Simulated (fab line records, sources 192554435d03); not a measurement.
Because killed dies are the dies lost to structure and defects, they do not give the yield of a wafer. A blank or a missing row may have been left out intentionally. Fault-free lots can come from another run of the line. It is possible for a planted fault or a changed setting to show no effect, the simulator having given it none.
Which tool is to blame? || flow n5 finfet || Sampling: 24 lots, 72 wafers, 5 of 1938 route steps

WHAT EACH GAUGE READ, for each wafer
N5_BEOL_M14_CD_MEAS_17 targets a cd of 250 nm.
{"lot": "L074", "measured": "day 12 21:46", "on": "cd sem-01", "cd nm (nm)": "250.1 250.1 249.9"}
{"lot": "L075", "measured": "day 14 00:03", "on": "cd sem-02", "cd nm (nm)": "252.1 251.1 251.9"}
{"lot": "L077", "measured": "day 14 00:46", "on": "cd sem-03", "cd nm (nm)": "250.4 249.8 249.0"}
{"lot": "L076", "measured": "day 14 04:07", "on": "cd sem-01", "cd nm (nm)": "249.4 251.1 248.2"}
{"lot": "L078", "measured": "day 14 07:11", "on": "cd sem-01", "cd nm (nm)": "250.7 251.0 251.4"}
{"lot": "L079", "measured": "day 14 07:20", "on": "cd sem-02", "cd nm (nm)": "251.4 251.6 252.6"}
{"lot": "L081", "measured": "day 14 17:16", "on": "cd sem-03", "cd nm (nm)": "252.1 250.9 251.1"}
{"lot": "L082", "measured": "day 14 22:36", "on": "cd sem-02", "cd nm (nm)": "252.3 253.8 253.2"}
{"lot": "L080", "measured": "day 15 03:24", "on": "cd sem-01", "cd nm (nm)": "252.7 252.4 251.6"}
{"lot": "L084", "measured": "day 15 03:43", "on": "cd sem-01", "cd nm (nm)": "250.7 251.4 252.1"}
{"lot": "L083", "measured": "day 15 06:11", "on": "cd sem-03", "cd nm (nm)": "249.3 250.7 250.6"}
{"lot": "L085", "measured": "day 16 00:16", "on": "cd sem-02", "cd nm (nm)": "250.3 251.3 251.8"}
{"lot": "L086", "measured": "day 16 05:26", "on": "cd sem-01", "cd nm (nm)": "253.7 252.0 251.7"}
{"lot": "L088", "measured": "day 16 11:10", "on": "cd sem-01", "cd nm (nm)": "249.9 249.9 252.2"}
{"lot": "L087", "measured": "day 16 11:50", "on": "cd sem-03", "cd nm (nm)": "249.7 250.6 250.7"}
{"lot": "L089", "measured": "day 17 04:05", "on": "cd sem-02", "cd nm (nm)": "252.8 249.5 248.5"}
{"lot": "L093", "measured": "day 17 21:17", "on": "cd sem-03", "cd nm (nm)": "252.2 252.6 253.2"}
{"lot": "L092", "measured": "day 17 21:41", "on": "cd sem-02", "cd nm (nm)": "250.8 254.3 251.5"}
{"lot": "L090", "measured": "day 18 02:18", "on": "cd sem-02", "cd nm (nm)": "250.5 249.8 250.6"}
{"lot": "L091", "measured": "day 18 03:02", "on": "cd sem-01", "cd nm (nm)": "247.7 250.0 248.7"}
{"lot": "L096", "measured": "day 18 23:05", "on": "cd sem-01", "cd nm (nm)": "251.6 250.1 249.1"}
{"lot": "L095", "measured": "day 19 03:41", "on": "cd sem-02", "cd nm (nm)": "251.2 250.0 250.9"}
{"lot": "L097", "measured": "day 19 13:46", "on": "cd sem-03", "cd nm (nm)": "250.2 252.2 252.1"}
{"lot": "L094", "measured": "day 19 22:44", "on": "cd sem-03", "cd nm (nm)": "250.4 252.1 250.2"}

N5_BEOL_M14_OVL_MEAS_29.
{"lot": "L074", "measured": "day 12 22:15", "on": "overlay-02", "M14_OVL (nm)": "-1 -9 -5"}
{"lot": "L075", "measured": "day 14 00:25", "on": "overlay-02", "M14_OVL (nm)": "-1 1 -7"}
{"lot": "L077", "measured": "day 14 01:16", "on": "overlay-02", "M14_OVL (nm)": "-1 -3 4"}
{"lot": "L076", "measured": "day 14 04:29", "on": "overlay-02", "M14_OVL (nm)": "-1 6 7"}
{"lot": "L078", "measured": "day 14 07:40", "on": "overlay-02", "M14_OVL (nm)": "-9 3 -2"}
{"lot": "L079", "measured": "day 14 07:50", "on": "overlay-02", "M14_OVL (nm)": "-2 -4 0"}
{"lot": "L081", "measured": "day 14 17:38", "on": "overlay-01", "M14_OVL (nm)": "-1 -7 -2"}
{"lot": "L082", "measured": "day 14 23:05", "on": "overlay-01", "M14_OVL (nm)": "-1 3 -1"}
{"lot": "L080", "measured": "day 15 03:53", "on": "overlay-01", "M14_OVL (nm)": "3 6 8"}
{"lot": "L084", "measured": "day 15 04:05", "on": "overlay-02", "M14_OVL (nm)": "3 -7 3"}
{"lot": "L083", "measured": "day 15 06:42", "on": "overlay-02", "M14_OVL (nm)": "-5 -1 -4"}
{"lot": "L085", "measured": "day 16 00:37", "on": "overlay-02", "M14_OVL (nm)": "-18 3 -7"}
{"lot": "L086", "measured": "day 16 05:55", "on": "overlay-02", "M14_OVL (nm)": "5 6 3"}
{"lot": "L088", "measured": "day 16 11:39", "on": "overlay-01", "M14_OVL (nm)": "0 6 -4"}
{"lot": "L087", "measured": "day 16 12:20", "on": "overlay-01", "M14_OVL (nm)": "4 0 -1"}
{"lot": "L089", "measured": "day 17 04:27", "on": "overlay-02", "M14_OVL (nm)": "4 3 13"}
{"lot": "L093", "measured": "day 17 21:46", "on": "overlay-01", "M14_OVL (nm)": "-1 2 1"}
{"lot": "L092", "measured": "day 17 22:11", "on": "overlay-02", "M14_OVL (nm)": "-3 3 -9"}
{"lot": "L090", "measured": "day 18 02:40", "on": "overlay-01", "M14_OVL (nm)": "2 0 -4"}
{"lot": "L091", "measured": "day 18 03:23", "on": "overlay-02", "M14_OVL (nm)": "1 5 -2"}
{"lot": "L096", "measured": "day 18 23:27", "on": "overlay-01", "M14_OVL (nm)": "-8 -3 3"}
{"lot": "L095", "measured": "day 19 04:10", "on": "overlay-01", "M14_OVL (nm)": "-4 9 0"}
{"lot": "L097", "measured": "day 19 14:07", "on": "overlay-01", "M14_OVL (nm)": "8 0 0"}
{"lot": "L094", "measured": "day 19 23:13", "on": "overlay-02", "M14_OVL (nm)": "-5 -7 -4"}

N5_BEOL_M15_CD_MEAS_10 targets a cd of 360 nm.
{"lot": "L074", "measured": "day 13 04:58", "on": "cd sem-01", "cd nm (nm)": "359.8 359.4 359.5"}
{"lot": "L075", "measured": "day 14 04:29", "on": "cd sem-02", "cd nm (nm)": "361.3 360.9 361.2"}
{"lot": "L077", "measured": "day 14 07:04", "on": "cd sem-03", "cd nm (nm)": "359.1 360.3 360.6"}
{"lot": "L076", "measured": "day 14 08:39", "on": "cd sem-02", "cd nm (nm)": "359.2 359.7 359.1"}
{"lot": "L078", "measured": "day 14 13:42", "on": "cd sem-02", "cd nm (nm)": "359.9 359.9 360.9"}
{"lot": "L079", "measured": "day 14 14:11", "on": "cd sem-03", "cd nm (nm)": "359.4 360.4 357.5"}
{"lot": "L081", "measured": "day 14 20:42", "on": "cd sem-02", "cd nm (nm)": "360.9 361.5 360.2"}
{"lot": "L082", "measured": "day 15 02:50", "on": "cd sem-01", "cd nm (nm)": "361.5 360.5 360.7"}
{"lot": "L080", "measured": "day 15 10:16", "on": "cd sem-03", "cd nm (nm)": "362.9 362.5 364.5"}
{"lot": "L084", "measured": "day 15 11:26", "on": "cd sem-02", "cd nm (nm)": "360.1 359.6 359.3"}
{"lot": "L083", "measured": "day 15 11:35", "on": "cd sem-02", "cd nm (nm)": "359.7 358.2 359.9"}
{"lot": "L085", "measured": "day 16 06:07", "on": "cd sem-02", "cd nm (nm)": "359.3 359.1 360.5"}
{"lot": "L086", "measured": "day 16 11:02", "on": "cd sem-01", "cd nm (nm)": "361.9 362.2 362.3"}
{"lot": "L088", "measured": "day 16 15:19", "on": "cd sem-02", "cd nm (nm)": "359.5 358.2 359.7"}
{"lot": "L087", "measured": "day 16 15:45", "on": "cd sem-03", "cd nm (nm)": "360.7 360.2 361.7"}
{"lot": "L089", "measured": "day 17 07:44", "on": "cd sem-01", "cd nm (nm)": "359.2 358.6 359.8"}
{"lot": "L093", "measured": "day 18 04:46", "on": "cd sem-01", "cd nm (nm)": "359.7 357.5 361.3"}
{"lot": "L092", "measured": "day 18 06:05", "on": "cd sem-01", "cd nm (nm)": "358.9 361.6 359.9"}
{"lot": "L090", "measured": "day 18 07:56", "on": "cd sem-02", "cd nm (nm)": "359.9 361.1 358.9"}
{"lot": "L091", "measured": "day 18 08:29", "on": "cd sem-03", "cd nm (nm)": "361.1 361.8 361.8"}
{"lot": "L096", "measured": "day 19 04:44", "on": "cd sem-01", "cd nm (nm)": "361.9 359.5 361.0"}
{"lot": "L095", "measured": "day 19 08:23", "on": "cd sem-01", "cd nm (nm)": "361.8 360.7 359.9"}
{"lot": "L097", "measured": "day 19 18:42", "on": "cd sem-03", "cd nm (nm)": "362.1 360.9 360.8"}
{"lot": "L094", "measured": "day 20 04:42", "on": "cd sem-01", "cd nm (nm)": "360.6 360.3 360.8"}

EACH LOT AND THE TOOL THAT RAN IT (in order: tool; ch and the chambers of the sampled wafers; start)
{"lot": "L074", "N5_BEOL_M13_CMP_49": "cmp-02 ch 0,1,3, day 12 20:11", "N5_BEOL_M14_ETCH_59": "rie diel-04 ch 0,3, day 12 21:16"}
{"lot": "L075", "N5_BEOL_M13_CMP_49": "cmp-02 ch 0,1,2, day 13 22:02", "N5_BEOL_M14_ETCH_59": "rie diel-04 ch 0,2,3, day 13 23:39"}
{"lot": "L077", "N5_BEOL_M13_CMP_49": "cmp-03 ch 1,2, day 13 22:16", "N5_BEOL_M14_ETCH_59": "rie diel-01 ch 2,3, day 14 00:20"}
{"lot": "L076", "N5_BEOL_M13_CMP_49": "cmp-04 ch 0,1,2, day 14 02:28", "N5_BEOL_M14_ETCH_59": "rie diel-04 ch 1,2,3, day 14 03:43"}
{"lot": "L078", "N5_BEOL_M13_CMP_49": "cmp-04 ch 0,1,2, day 14 05:32", "N5_BEOL_M14_ETCH_59": "rie diel-04 ch 0,1,3, day 14 06:47"}
{"lot": "L079", "N5_BEOL_M13_CMP_49": "cmp-02 ch 1,2,3, day 14 05:49", "N5_BEOL_M14_ETCH_59": "rie diel-01 ch 1,2, day 14 06:56"}
{"lot": "L081", "N5_BEOL_M13_CMP_49": "cmp-03 ch 0,1, day 14 15:36", "N5_BEOL_M14_ETCH_59": "rie diel-04 ch 1,3, day 14 16:43"}
{"lot": "L082", "N5_BEOL_M13_CMP_49": "cmp-04 ch 0,2,3, day 14 21:05", "N5_BEOL_M14_ETCH_59": "rie diel-01 ch 0,1,2, day 14 22:12"}
{"lot": "L080", "N5_BEOL_M13_CMP_49": "cmp-02 ch 0,2,3, day 15 01:17", "N5_BEOL_M14_ETCH_59": "rie diel-06 ch 1,2, day 15 02:55"}
{"lot": "L084", "N5_BEOL_M13_CMP_49": "cmp-02 ch 0,1,2, day 15 02:04", "N5_BEOL_M14_ETCH_59": "rie diel-01 ch 0,3, day 15 03:19"}
{"lot": "L083", "N5_BEOL_M13_CMP_49": "cmp-04 ch 0,2, day 15 04:36", "N5_BEOL_M14_ETCH_59": "rie diel-06 ch 1,3, day 15 05:47"}
{"lot": "L085", "N5_BEOL_M13_CMP_49": "cmp-03 ch 0,3, day 15 22:47", "N5_BEOL_M14_ETCH_59": "rie diel-06 ch 0,1,3, day 15 23:52"}
{"lot": "L086", "N5_BEOL_M13_CMP_49": "cmp-04 ch 0,1,3, day 16 03:50", "N5_BEOL_M14_ETCH_59": "rie diel-06 ch 0,3, day 16 05:02"}
{"lot": "L088", "N5_BEOL_M13_CMP_49": "cmp-02 ch 0,2,3, day 16 09:32", "N5_BEOL_M14_ETCH_59": "rie diel-01 ch 1,2,3, day 16 10:46"}
{"lot": "L087", "N5_BEOL_M13_CMP_49": "cmp-02 ch 0,2,3, day 16 10:20", "N5_BEOL_M14_ETCH_59": "rie diel-04 ch 1,3, day 16 11:26"}
{"lot": "L089", "N5_BEOL_M13_CMP_49": "cmp-04 ch 0,1,3, day 17 02:25", "N5_BEOL_M14_ETCH_59": "rie diel-01 ch 1,3, day 17 03:41"}
{"lot": "L093", "N5_BEOL_M13_CMP_49": "cmp-03 ch 2,3, day 17 19:37", "N5_BEOL_M14_ETCH_59": "rie diel-01 ch 0,3, day 17 20:53"}
{"lot": "L092", "N5_BEOL_M13_CMP_49": "cmp-02 ch 1,2,3, day 17 19:43", "N5_BEOL_M14_ETCH_59": "rie diel-01 ch 0,1, day 17 21:17"}
{"lot": "L090", "N5_BEOL_M13_CMP_49": "cmp-04 ch 0,2, day 18 00:46", "N5_BEOL_M14_ETCH_59": "rie diel-06 ch 1,3, day 18 01:54"}
{"lot": "L091", "N5_BEOL_M13_CMP_49": "cmp-02 ch 1,2,3, day 18 01:34", "N5_BEOL_M14_ETCH_59": "rie diel-06 ch 1,2,3, day 18 02:38"}
{"lot": "L096", "N5_BEOL_M13_CMP_49": "cmp-03 ch 0,1,3, day 18 21:37", "N5_BEOL_M14_ETCH_59": "rie diel-04 ch 1,2,3, day 18 22:41"}
{"lot": "L095", "N5_BEOL_M13_CMP_49": "cmp-03 ch 1,2,3, day 19 02:09", "N5_BEOL_M14_ETCH_59": "rie diel-06 ch 0,1,3, day 19 03:16"}
{"lot": "L097", "N5_BEOL_M13_CMP_49": "cmp-04 ch 0,1,3, day 19 12:11", "N5_BEOL_M14_ETCH_59": "rie diel-06 ch 0,1,3, day 19 13:22"}
{"lot": "L094", "N5_BEOL_M13_CMP_49": "cmp-02 ch 0,3, day 19 21:09", "N5_BEOL_M14_ETCH_59": "rie diel-04 ch 0,2,3, day 19 22:20"}
- N5_BEOL_M13_CMP_49: polishes, stops on SiOC, t overpolish 17.1 s, target thk 420 nm.
- N5_BEOL_M14_ETCH_59: etches BARC in N2/H2, target depth 89 nm, overetch 26.7 nm, time 67.9 s.

WHAT THE TOOLS THEMSELVES READ (means of the sampled wafers that have a number; where no wafer has one, the mark that the record gives instead)
N5_BEOL_M13_CMP_49.
{"lot": "L074", "tool": "cmp-02", "barrier field endpoint s (s)": 30.9, "motor current A (A)": 5.7, "overpolish run s (s)": 17.104}
{"lot": "L075", "tool": "cmp-02", "barrier field endpoint s (s)": 30.8, "motor current A (A)": 6.0, "overpolish run s (s)": 17.099}
{"lot": "L077", "tool": "cmp-03", "barrier field endpoint s (s)": 30.0, "motor current A (A)": 8.1, "overpolish run s (s)": 17.098}
{"lot": "L076", "tool": "cmp-04", "barrier field endpoint s (s)": 30.0, "motor current A (A)": 6.0, "overpolish run s (s)": 17.109}
{"lot": "L078", "tool": "cmp-04", "barrier field endpoint s (s)": 30.9, "motor current A (A)": 6.2, "overpolish run s (s)": 17.106}
{"lot": "L079", "tool": "cmp-02", "barrier field endpoint s (s)": 31.2, "motor current A (A)": 5.9, "overpolish run s (s)": 17.095}
{"lot": "L081", "tool": "cmp-03", "barrier field endpoint s (s)": 30.2, "motor current A (A)": 7.2, "overpolish run s (s)": 17.110}
{"lot": "L082", "tool": "cmp-04", "barrier field endpoint s (s)": 29.3, "motor current A (A)": 6.0, "overpolish run s (s)": 17.086}
{"lot": "L080", "tool": "cmp-02", "barrier field endpoint s (s)": 30.4, "motor current A (A)": 5.8, "overpolish run s (s)": 17.101}
{"lot": "L084", "tool": "cmp-02", "barrier field endpoint s (s)": 30.2, "motor current A (A)": 5.8, "overpolish run s (s)": 17.087}
{"lot": "L083", "tool": "cmp-04", "barrier field endpoint s (s)": 29.2, "motor current A (A)": 6.0, "overpolish run s (s)": 17.104}
{"lot": "L085", "tool": "cmp-03", "barrier field endpoint s (s)": 30.0, "motor current A (A)": 6.8, "overpolish run s (s)": 17.100}
{"lot": "L086", "tool": "cmp-04", "barrier field endpoint s (s)": 30.3, "motor current A (A)": 6.3, "overpolish run s (s)": 17.105}
{"lot": "L088", "tool": "cmp-02", "barrier field endpoint s (s)": 29.8, "motor current A (A)": 5.7, "overpolish run s (s)": 17.092}
{"lot": "L087", "tool": "cmp-02", "barrier field endpoint s (s)": 31.0, "motor current A (A)": 5.7, "overpolish run s (s)": 17.106}
{"lot": "L089", "tool": "cmp-04", "barrier field endpoint s (s)": 29.9, "motor current A (A)": 6.2, "overpolish run s (s)": 17.092}
{"lot": "L093", "tool": "cmp-03", "barrier field endpoint s (s)": 30.9, "motor current A (A)": 6.4, "overpolish run s (s)": 17.108}
{"lot": "L092", "tool": "cmp-02", "barrier field endpoint s (s)": 30.1, "motor current A (A)": 5.9, "overpolish run s (s)": 17.102}
{"lot": "L090", "tool": "cmp-04", "barrier field endpoint s (s)": 30.0, "motor current A (A)": 6.1, "overpolish run s (s)": 17.097}
{"lot": "L091", "tool": "cmp-02", "barrier field endpoint s (s)": 31.1, "motor current A (A)": 6.0, "overpolish run s (s)": 17.101}
{"lot": "L096", "tool": "cmp-03", "barrier field endpoint s (s)": 30.8, "motor current A (A)": 7.3, "overpolish run s (s)": 17.104}
{"lot": "L095", "tool": "cmp-03", "barrier field endpoint s (s)": 30.4, "motor current A (A)": 7.3, "overpolish run s (s)": 17.098}
{"lot": "L097", "tool": "cmp-04", "barrier field endpoint s (s)": 30.7, "motor current A (A)": 6.2, "overpolish run s (s)": 17.100}
{"lot": "L094", "tool": "cmp-02", "barrier field endpoint s (s)": 31.3, "motor current A (A)": 5.8, "overpolish run s (s)": 17.097}

N5_BEOL_M14_ETCH_59.
{"lot": "L074", "tool": "rie diel-04", "drypump motor current A (A)": 6.4, "oes product au (a.u.)": 0.70, "rf fwd power W (W)": 830, "rf vpp V (V)": 527.6, "showerhead plenum p Torr (Torr)": 2.68, "throttle valve pct (%)": 17.74}
{"lot": "L075", "tool": "rie diel-04", "drypump motor current A (A)": 6.1, "oes product au (a.u.)": 0.64, "rf fwd power W (W)": 831, "rf vpp V (V)": 527.1, "showerhead plenum p Torr (Torr)": 2.64, "throttle valve pct (%)": 18.01}
{"lot": "L077", "tool": "rie diel-01", "drypump motor current A (A)": 5.8, "oes product au (a.u.)": 0.65, "rf fwd power W (W)": 833, "rf vpp V (V)": 523.1, "showerhead plenum p Torr (Torr)": 2.51, "throttle valve pct (%)": 18.05}
{"lot": "L076", "tool": "rie diel-04", "drypump motor current A (A)": 5.8, "oes product au (a.u.)": 0.62, "rf fwd power W (W)": 833, "rf vpp V (V)": 526.0, "showerhead plenum p Torr (Torr)": 2.59, "throttle valve pct (%)": 17.93}
{"lot": "L078", "tool": "rie diel-04", "drypump motor current A (A)": 6.1, "oes product au (a.u.)": 0.67, "rf fwd power W (W)": 832, "rf vpp V (V)": 526.1, "showerhead plenum p Torr (Torr)": 2.62, "throttle valve pct (%)": 17.69}
{"lot": "L079", "tool": "rie diel-01", "drypump motor current A (A)": 6.1, "oes product au (a.u.)": 0.67, "rf fwd power W (W)": 832, "rf vpp V (V)": 523.3, "showerhead plenum p Torr (Torr)": 2.49, "throttle valve pct (%)": 17.98}
{"lot": "L081", "tool": "rie diel-04", "drypump motor current A (A)": 5.7, "oes product au (a.u.)": 0.63, "rf fwd power W (W)": 833, "rf vpp V (V)": 524.8, "showerhead plenum p Torr (Torr)": 2.57, "throttle valve pct (%)": 17.61}
{"lot": "L082", "tool": "rie diel-01", "drypump motor current A (A)": 5.9, "oes product au (a.u.)": 0.67, "rf fwd power W (W)": 836, "rf vpp V (V)": 523.8, "showerhead plenum p Torr (Torr)": 2.56, "throttle valve pct (%)": 17.99}
{"lot": "L080", "tool": "rie diel-06", "drypump motor current A (A)": 5.3, "oes product au (a.u.)": 0.62, "rf fwd power W (W)": 833, "rf vpp V (V)": 526.0, "showerhead plenum p Torr (Torr)": 2.60, "throttle valve pct (%)": 17.94}
{"lot": "L084", "tool": "rie diel-01", "drypump motor current A (A)": 5.6, "oes product au (a.u.)": 0.65, "rf fwd power W (W)": 836, "rf vpp V (V)": 525.2, "showerhead plenum p Torr (Torr)": 2.57, "throttle valve pct (%)": 18.08}
{"lot": "L083", "tool": "rie diel-06", "drypump motor current A (A)": 5.8, "oes product au (a.u.)": 0.63, "rf fwd power W (W)": 829, "rf vpp V (V)": 523.3, "showerhead plenum p Torr (Torr)": 2.53, "throttle valve pct (%)": 17.92}
{"lot": "L085", "tool": "rie diel-06", "drypump motor current A (A)": 5.9, "oes product au (a.u.)": 0.63, "rf fwd power W (W)": 833, "rf vpp V (V)": 523.5, "showerhead plenum p Torr (Torr)": 2.52, "throttle valve pct (%)": 18.04}
{"lot": "L086", "tool": "rie diel-06", "drypump motor current A (A)": 5.9, "oes product au (a.u.)": 0.60, "rf fwd power W (W)": 835, "rf vpp V (V)": 523.6, "showerhead plenum p Torr (Torr)": 2.51, "throttle valve pct (%)": 18.02}
{"lot": "L088", "tool": "rie diel-01", "drypump motor current A (A)": 5.9, "oes product au (a.u.)": 0.65, "rf fwd power W (W)": 834, "rf vpp V (V)": 522.6, "showerhead plenum p Torr (Torr)": 2.51, "throttle valve pct (%)": 18.04}
{"lot": "L087", "tool": "rie diel-04", "drypump motor current A (A)": 6.1, "oes product au (a.u.)": 0.62, "rf fwd power W (W)": 837, "rf vpp V (V)": 524.7, "showerhead plenum p Torr (Torr)": 2.58, "throttle valve pct (%)": 17.68}
{"lot": "L089", "tool": "rie diel-01", "drypump motor current A (A)": 5.7, "oes product au (a.u.)": 0.62, "rf fwd power W (W)": 834, "rf vpp V (V)": 522.2, "showerhead plenum p Torr (Torr)": 2.53, "throttle valve pct (%)": 18.06}
{"lot": "L093", "tool": "rie diel-01", "drypump motor current A (A)": 5.6, "oes product au (a.u.)": 0.63, "rf fwd power W (W)": 833, "rf vpp V (V)": 525.0, "showerhead plenum p Torr (Torr)": 2.56, "throttle valve pct (%)": 18.11}
{"lot": "L092", "tool": "rie diel-01", "drypump motor current A (A)": 5.8, "oes product au (a.u.)": 0.65, "rf fwd power W (W)": 833, "rf vpp V (V)": 523.6, "showerhead plenum p Torr (Torr)": 2.58, "throttle valve pct (%)": 18.01}
{"lot": "L090", "tool": "rie diel-06", "drypump motor current A (A)": 5.8, "oes product au (a.u.)": 0.64, "rf fwd power W (W)": 829, "rf vpp V (V)": 524.3, "showerhead plenum p Torr (Torr)": 2.53, "throttle valve pct (%)": 18.00}
{"lot": "L091", "tool": "rie diel-06", "drypump motor current A (A)": 5.6, "oes product au (a.u.)": 0.61, "rf fwd power W (W)": 831, "rf vpp V (V)": 523.8, "showerhead plenum p Torr (Torr)": 2.55, "throttle valve pct (%)": 17.98}
{"lot": "L096", "tool": "rie diel-04", "drypump motor current A (A)": 5.7, "oes product au (a.u.)": 0.73, "rf fwd power W (W)": 834, "rf vpp V (V)": 525.1, "showerhead plenum p Torr (Torr)": 2.57, "throttle valve pct (%)": 17.71}
{"lot": "L095", "tool": "rie diel-06", "drypump motor current A (A)": 5.8, "oes product au (a.u.)": 0.67, "rf fwd power W (W)": 835, "rf vpp V (V)": 524.0, "showerhead plenum p Torr (Torr)": 2.51, "throttle valve pct (%)": 17.94}
{"lot": "L097", "tool": "rie diel-06", "drypump motor current A (A)": 5.9, "oes product au (a.u.)": 0.66, "rf fwd power W (W)": 829, "rf vpp V (V)": 523.5, "showerhead plenum p Torr (Torr)": 2.51, "throttle valve pct (%)": 17.96}
{"lot": "L094", "tool": "rie diel-04", "drypump motor current A (A)": 6.1, "oes product au (a.u.)": 0.74, "rf fwd power W (W)": 833, "rf vpp V (V)": 525.8, "showerhead plenum p Torr (Torr)": 2.62, "throttle valve pct (%)": 17.79}

THE ANSWER, worked out from the rows above alone
Rule: the lots themselves supply what counts as usual. The widest of any qualifying gaps counts: lots, ordered by their means at a reading, are off when they make up no more than a third of the lots, leave a main group of 4 or more, and stand apart from it by 3 or more times the standard deviation of that group's means. A main group whose means are all the same, to the digits that the tables above print for the reading, isn't used. Also off: a lot with no number at a reading for which 4 or more lots have one. The other lots that the step has rows for count as sound. First the gauges in route order, then the tools' own readings, where a lot's mean is used as printed above. The first step at which some lot is off is used, and at that step the reading that is off furthest; a lot without a number counts as furthest.
Nothing can be told from this: no lot is off at any reading shown.

WHAT THE SIMULATOR HAD PUT IN
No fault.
